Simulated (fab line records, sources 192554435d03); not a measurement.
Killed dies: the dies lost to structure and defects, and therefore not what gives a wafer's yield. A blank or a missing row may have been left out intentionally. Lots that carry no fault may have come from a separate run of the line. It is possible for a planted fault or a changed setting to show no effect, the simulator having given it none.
fab line records + flow n5-finfet
record
- lots=7
- wafers=21
route steps=1938 shown BEOL_M15@1820 MIM_BOT@1833 PASSIVATION@1903
start-h: start of the lot's first displayed wafer, in hours after the record's first day + wait-h: hours since the lot's step before + " unchanged from the row above + L1.1+2: a row that stands for several wafers + - value missing, or start not given + * or withheld: withheld + < > ~ a bound
route shown NAME@n: names a module that has steps shown in the file, with the first one's number in the route + usual: the fault-free wafers' mean and standard deviation + same: alike in all rows + chamber/n: place in a boat + sites: the reading at each site + _std_site: standard deviation across them + _edge_site: outer sites' mean less inner sites' + radius-mm: how far each site lies from the wafer's centre + mask NAME#n: copy n + behind: the tool/chamber that last shaped the wafer + hold: cause of the lot's hold/its duration in hours/its outcome + device: the transistor (n, p or np) that didn't switch + end of line: the route-end tests of the same wafers + a step without rows: its recipe alone + killed: count of dies lost to structure and defects at first sort (not the wafer's yield) + map: per-die view of a wafer (x killed, . not killed, _ where there is no die)
set.NAME: the setting the step ran with; set.NAME@STEP: the setting that earlier step ran with + model.NAME: the simulator's own value behind a step, which no gauge read
lots run with intentionally changed settings; tables by step, rows by wafer
## steps
# step N5_BEOL_M15_SPUTTER_44
# recipe
- material=Ta
- target-thk-a=150
- temp-c=50
- bias-v=80
- power-w=15000
- chamber-pressure-pa=0.07
- time-s=24.19
| lot.wafer | tool           | chamber | start-h | wait-h | set.power-w | model.Ta_of_BEOL_M15_SPUTTER_44.thk-nm |
|-----------|----------------|---------|---------|--------|-------------|----------------------------------------|
| L076.1    | pvd-sputter-01 | -       | 293.52  | 0.0    | 12380       | 12.2                                   |
| L076.4+5  | "              | -       | "       | "      | 15000       | 14.8                                   |
| L080.1+2  | pvd-sputter-01 | -       | 297.96  | 0.0    | 15000       | 14.8                                   |
| L080.4    | "              | -       | "       | "      | 14250       | 14                                     |
| L081.3    | pvd-sputter-02 | -       | 298.57  | 0.0    | 16160       | 16                                     |
| L081.4+5  | "              | -       | "       | "      | 15000       | 14.8                                   |
| L090.4+6  | pvd-sputter-01 | -       | 353.28  | 0.0    | 15000       | 14.8                                   |
| L090.5    | "              | -       | "       | "      | 15000       | 14.6                                   |
| L091.2+6  | pvd-sputter-02 | -       | 366.77  | 0.0    | 15000       | 15.2                                   |
| L091.3    | "              | -       | "       | "      | 15000       | 15                                     |
| L092.2    | pvd-sputter-03 | -       | 387.35  | 0.0    | 15000       | 14.8                                   |
| L092.4+5  | "              | -       | "       | "      | 15000       | 15                                     |
| L097.2+3  | pvd-sputter-03 | -       | 411.47  | 0.0    | 15000       | 15                                     |
| L097.4    | "              | -       | "       | "      | 13900       | 14                                     |
# step N5_BEOL_M15_SPUTTER_45
# recipe
- material=Cu
- target-thk-a=1000
- temp-c=-20
- bias-v=60
- power-w=26000
- chamber-pressure-pa=0.13
- time-s=16.67
# step N5_BEOL_M15_ECD_47
# recipe
- material=Cu
- target-thk-a=18600
# step N5_BEOL_M15_ANNEAL_48
# recipe
- temp-c=225
- time-s=90
- ambient=N2
# step N5_BEOL_M15_CMP_49
# recipe
- stop-on=SiO2
- t-overpolish-s=4.9
- down-force-psi=2
- platen-rpm=80
- clearing-platen-down-force-psi=2
- clearing-platen-rpm=80
- post-cmp-clean=cu-alkaline
- target-thk-nm=850
- clearing-platen-pad-velocity-m-s=1.5917
- pad-velocity-m-s=1.5917
| lot.wafer | tool   | chamber | start-h | wait-h | set.time-s@BEOL_M15_TRENCH_ETCH_34 | model.Cu_of_BEOL_M15_ECD_47.thk-nm |
|-----------|--------|---------|---------|--------|------------------------------------|------------------------------------|
| L076.4    | cmp-03 | 3       | 294.73  | 0.4    | 199                                | 868.8                              |
| L076.1    | "      | 2       | "       | "      | 199                                | 858.4                              |
| L076.5    | "      | 0       | "       | "      | 199                                | 866                                |
| L080.4    | cmp-03 | 3       | 299.02  | 0.1    | 180                                | 770.6                              |
| L080.1    | "      | 1       | "       | "      | 199                                | 847                                |
| L080.2    | "      | 2       | "       | "      | 199                                | 854                                |
| L081.3    | cmp-04 | 1       | 299.57  | 0.2    | 160                                | 672.6                              |
| L081.4    | "      | 2       | "       | "      | 199                                | 859.6                              |
| L081.5    | "      | 2       | "       | "      | 160                                | 681.2                              |
| L090.4+5  | cmp-03 | 0,3     | 354.09  | 0.2    | 199                                | 839.2                              |
| L090.6    | "      | 2       | "       | "      | 199                                | 845.2                              |
| L091.3    | cmp-04 | 2       | 367.55  | 0.2    | 183.5                              | 780.4                              |
| L091.2    | "      | 0       | "       | "      | 183.5                              | 784.4                              |
| L091.6    | "      | 2       | "       | "      | 199                                | 847.2                              |
| L092.2    | cmp-03 | 2       | 389.85  | 0.3    | 199                                | 840.8                              |
| L092.4    | "      | 3       | "       | "      | 156.6                              | 665.8                              |
| L092.5    | "      | 0       | "       | "      | 156.6                              | 657.6                              |
| L097.4    | cmp-03 | 0       | 412.29  | 0.1    | 199                                | 832.2                              |
| L097.2    | "      | 1       | "       | "      | 199                                | 850.2                              |
| L097.3    | "      | 2       | "       | "      | 199                                | 833.2                              |
# step N5_BEOL_M15_THK_MEAS_50
# recipe
- thk-meas-gauge=xrf
- reads=Cu_of_BEOL_M15_ECD_47
# usual
- M15_THK=836/11
| lot.wafer | tool          | chamber | start-h | wait-h | set.time-s@BEOL_M15_TRENCH_ETCH_34 | M15_THK[nm] |
|-----------|---------------|---------|---------|--------|------------------------------------|-------------|
| L076.1    | film-metro-02 | -       | 295.02  | -      | 199                                | 856         |
| L076.4    | "             | -       | "       | "      | 199                                | 865         |
| L076.5    | "             | -       | "       | "      | 199                                | 862         |
| L080.1    | film-metro-01 | -       | 299.31  | -      | 199                                | 829         |
| L080.2    | "             | -       | "       | "      | 199                                | 836         |
| L080.4    | "             | -       | "       | "      | 180                                | 753         |
| L081.3    | film-metro-02 | -       | 299.87  | -      | 160                                | 666         |
| L081.4    | "             | -       | "       | "      | 199                                | 853         |
| L081.5    | "             | -       | "       | "      | 160                                | 677         |
| L090.4    | film-metro-02 | -       | 354.31  | -      | 199                                | 837         |
| L090.5    | "             | -       | "       | "      | 199                                | 835         |
| L090.6    | "             | -       | "       | "      | 199                                | 844         |
| L091.2    | film-metro-01 | -       | 367.81  | -      | 183.5                              | 774         |
| L091.3    | "             | -       | "       | "      | 183.5                              | 769         |
| L091.6    | "             | -       | "       | "      | 199                                | 836         |
| L092.2    | film-metro-02 | -       | 390.07  | -      | 199                                | 823         |
| L092.4    | "             | -       | "       | "      | 156.6                              | 654         |
| L092.5    | "             | -       | "       | "      | 156.6                              | 647         |
| L097.2    | film-metro-02 | -       | 412.59  | -      | 199                                | 841         |
| L097.3    | "             | -       | "       | "      | 199                                | 824         |
| L097.4    | "             | -       | "       | "      | 199                                | 823         |
# step N5_BEOL_M15_PRE_CLEAN_52
# recipe
- gas=NH3
- time-s=15
- temp-c=withheld
- rf-power-w=300
# step N5_BEOL_M15_DEP_53
# recipe
- material=SiCN
- target-thk-a=500
- temp-c=withheld
- precursor=3MS/NH3
- pressure-torr=3
- rf-w=675
- time-s=17.8
# step N5_BEOL_M15_RS_MEAS_54
# recipe
- thk-meas-gauge=four-point-probe
- reads=Cu_of_BEOL_M15_ECD_47+Ta_of_BEOL_M15_SPUTTER_44+TaN_of_BEOL_M15_SPUTTER_43
# usual
- M15_RS=0.02161/0.00024
| lot.wafer | tool          | chamber | start-h | wait-h | set.time-s@BEOL_M15_TRENCH_ETCH_34 | M15_RS[ohm/sq] |
|-----------|---------------|---------|---------|--------|------------------------------------|----------------|
| L076.1    | film-metro-01 | -       | 295.15  | 0.0    | 199                                | 0.02141        |
| L076.4    | "             | -       | "       | "      | 199                                | 0.02105        |
| L076.5    | "             | -       | "       | "      | 199                                | 0.02121        |
| L080.1    | film-metro-02 | -       | 299.44  | 0.0    | 199                                | 0.02166        |
| L080.2    | "             | -       | "       | "      | 199                                | 0.02148        |
| L080.4    | "             | -       | "       | "      | 180                                | 0.02384        |
| L081.3    | film-metro-02 | -       | 299.99  | 0.1    | 160                                | 0.0274         |
| L081.4    | "             | -       | "       | "      | 199                                | 0.02135        |
| L081.5    | "             | -       | "       | "      | 160                                | 0.02702        |
| L090.4    | film-metro-02 | -       | 354.44  | 0.0    | 199                                | 0.02185        |
| L090.5    | "             | -       | "       | "      | 199                                | 0.02185        |
| L090.6    | "             | -       | "       | "      | 199                                | 0.02169        |
| L091.2    | film-metro-02 | -       | 367.93  | 0.1    | 183.5                              | 0.02341        |
| L091.3    | "             | -       | "       | "      | 183.5                              | 0.02353        |
| L091.6    | "             | -       | "       | "      | 199                                | 0.02165        |
| L092.2    | film-metro-01 | -       | 390.20  | 0.1    | 199                                | 0.02187        |
| L092.4    | "             | -       | "       | "      | 156.6                              | 0.02767        |
| L092.5    | "             | -       | "       | "      | 156.6                              | 0.02805        |
| L097.2    | film-metro-02 | -       | 412.72  | 0.1    | 199                                | 0.02158        |
| L097.3    | "             | -       | "       | "      | 199                                | 0.022          |
| L097.4    | "             | -       | "       | "      | 199                                | 0.02204        |
# step N5_MIM_BOT_SPUTTER_00
# recipe
- material=TiN
- target-thk-a=350
- temp-c=200
- power-w=3000
- chamber-pressure-pa=0.49996
- gas=Ar
- reactive-partial-pa=0.37997
- time-s=89.7
| lot.wafer | tool           | chamber | start-h | wait-h | set.time-s | model.TiN_of_MIM_BOT_SPUTTER_00.thk-nm |
|-----------|----------------|---------|---------|--------|------------|----------------------------------------|
| L076.1    | pvd-sputter-01 | -       | 296.96  | 0.0    | 95.78      | 37.8                                   |
| L076.4    | "              | -       | "       | "      | 89.7       | 35.6                                   |
| L076.5    | "              | -       | "       | "      | 95.78      | 38                                     |
| L080.1    | pvd-sputter-01 | -       | 303.66  | 0.0    | 89.7       | 34.6                                   |
| L080.2+4  | "              | -       | "       | "      | 99.72      | 38.6                                   |
| L081.3    | pvd-sputter-03 | -       | 303.77  | 0.0    | 95.33      | 37.4                                   |
| L081.4+5  | "              | -       | "       | "      | 95.33      | 37.2                                   |
| L090.4+6  | pvd-sputter-03 | -       | 356.82  | 0.0    | 89.7       | 35.4                                   |
| L090.5    | "              | -       | "       | "      | 89.7       | 35.2                                   |
| L091.2+6  | pvd-sputter-03 | -       | 370.16  | 0.0    | 86.09      | 33.8                                   |
| L091.3    | "              | -       | "       | "      | 89.7       | 35.6                                   |
| L092.2+4  | pvd-sputter-01 | -       | 391.53  | 0.0    | 89.7       | 35.4                                   |
| L092.5    | "              | -       | "       | "      | 85.14      | 33.8                                   |
| L097.2+4  | pvd-sputter-02 | -       | 413.83  | 0.0    | 97.77      | 38.4                                   |
| L097.3    | "              | -       | "       | "      | 89.7       | 34.8                                   |
# step N5_PASSIVATION_DEVELOP_29
# recipe
- develop-time-s=60
- rinse-liquid=diw
- dry=air-spin
- dev-temp-c=21
| lot.wafer  | tool           | chamber | start-h | wait-h | set.develop-time-s |
|------------|----------------|---------|---------|--------|--------------------|
| L076.1+4   | litho-track-04 | 0       | -       | -      | 60                 |
| L076.5     | "              | 0       | "       | "      | 46.94              |
| L080.1+2+4 | litho-track-01 | 0       | -       | -      | 60                 |
| L081.3+5   | litho-track-03 | 0       | -       | -      | 52.6               |
| L081.4     | "              | 0       | "       | "      | 60                 |
| L090.4+5+6 | litho-track-01 | 0       | -       | -      | 60                 |
| L091.2     | litho-track-03 | 0       | -       | -      | 60                 |
| L091.3+6   | "              | 0       | "       | "      | 53.95              |
| L092.2     | litho-track-04 | 0       | -       | -      | 67.22              |
| L092.4+5   | "              | 0       | "       | "      | 60                 |
| L097.2+4   | litho-track-04 | 0       | -       | -      | 66.16              |
| L097.3     | "              | 0       | "       | "      | 60                 |
# step N5_PASSIVATION_HARDBAKE_31
# recipe
- temp-c=130
- time-s=120
# step N5_PASSIVATION_CD_MEAS_30
# recipe
- target-cd-nm=4000
- landing-energy-ev=500
- detector=se-inlens
- polarity=opening
# usual
- cd-nm=4000.5/1.8
| lot.wafer | tool      | chamber | start-h | wait-h | set.develop-time-s@PASSIVATION_DEVELOP_29 | cd-nm  |
|-----------|-----------|---------|---------|--------|-------------------------------------------|--------|
| L076.1    | cd-sem-03 | 0       | 304.72  | -      | 60                                        | 4001.0 |
| L076.4    | "         | 0       | "       | "      | 60                                        | 4002.8 |
| L076.5    | "         | 0       | "       | "      | 46.94                                     | 3996.6 |
| L080.1    | cd-sem-01 | 0       | 310.06  | -      | 60                                        | 4002.4 |
| L080.2    | "         | 0       | "       | "      | 60                                        | 4002.3 |
| L080.4    | "         | 0       | "       | "      | 60                                        | 4001.9 |
| L081.3    | cd-sem-03 | 0       | 313.35  | -      | 52.6                                      | 3996.7 |
| L081.4    | "         | 0       | "       | "      | 60                                        | 3999.8 |
| L081.5    | "         | 0       | "       | "      | 52.6                                      | 3996.8 |
| L090.4    | cd-sem-03 | 0       | 363.07  | -      | 60                                        | 4002.5 |
| L090.5    | "         | 0       | "       | "      | 60                                        | 4004.9 |
| L090.6    | "         | 0       | "       | "      | 60                                        | 4003.9 |
| L091.2    | cd-sem-03 | 0       | 384.58  | -      | 60                                        | 3998.1 |
| L091.3    | "         | 0       | "       | "      | 53.95                                     | 3996.5 |
| L091.6    | "         | 0       | "       | "      | 53.95                                     | 3997.3 |
| L092.2    | cd-sem-02 | 0       | 397.23  | -      | 67.22                                     | 4001.9 |
| L092.4    | "         | 0       | "       | "      | 60                                        | 4001.5 |
| L092.5    | "         | 0       | "       | "      | 60                                        | 3999.3 |
| L097.2    | cd-sem-03 | 0       | 421.25  | -      | 66.16                                     | 4005.1 |
| L097.3    | "         | 0       | "       | "      | 60                                        | 4003.1 |
| L097.4    | "         | 0       | "       | "      | 66.16                                     | 4004.3 |
## key
split
- step=N5_BEOL_M15_SPUTTER_44
- setting=power-w
- stated=15000
- by=wafer
response
- step=N5_BEOL_M15_SPUTTER_44
- reading=model.Ta_of_BEOL_M15_SPUTTER_44.thk-nm
- change=+0.149
- per=1%
- r=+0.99
split
- step=N5_MIM_BOT_SPUTTER_00
- setting=time-s
- stated=89.7
- by=wafer
response
- step=N5_MIM_BOT_SPUTTER_00
- reading=model.TiN_of_MIM_BOT_SPUTTER_00.thk-nm
- change=+0.368
- per=1%
- r=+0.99
split
- step=N5_PASSIVATION_DEVELOP_29
- setting=develop-time-s
- stated=60
- by=wafer
response
- step=N5_PASSIVATION_CD_MEAS_30
- reading=cd-nm
- change=+0.203
- per=1%
- r=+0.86
split outside-this-file step=N5_BEOL_M15_TRENCH_ETCH_34 setting=time-s
# split outside-this-file: this setting was split too, and the file shows its column; the key of that split is in another file
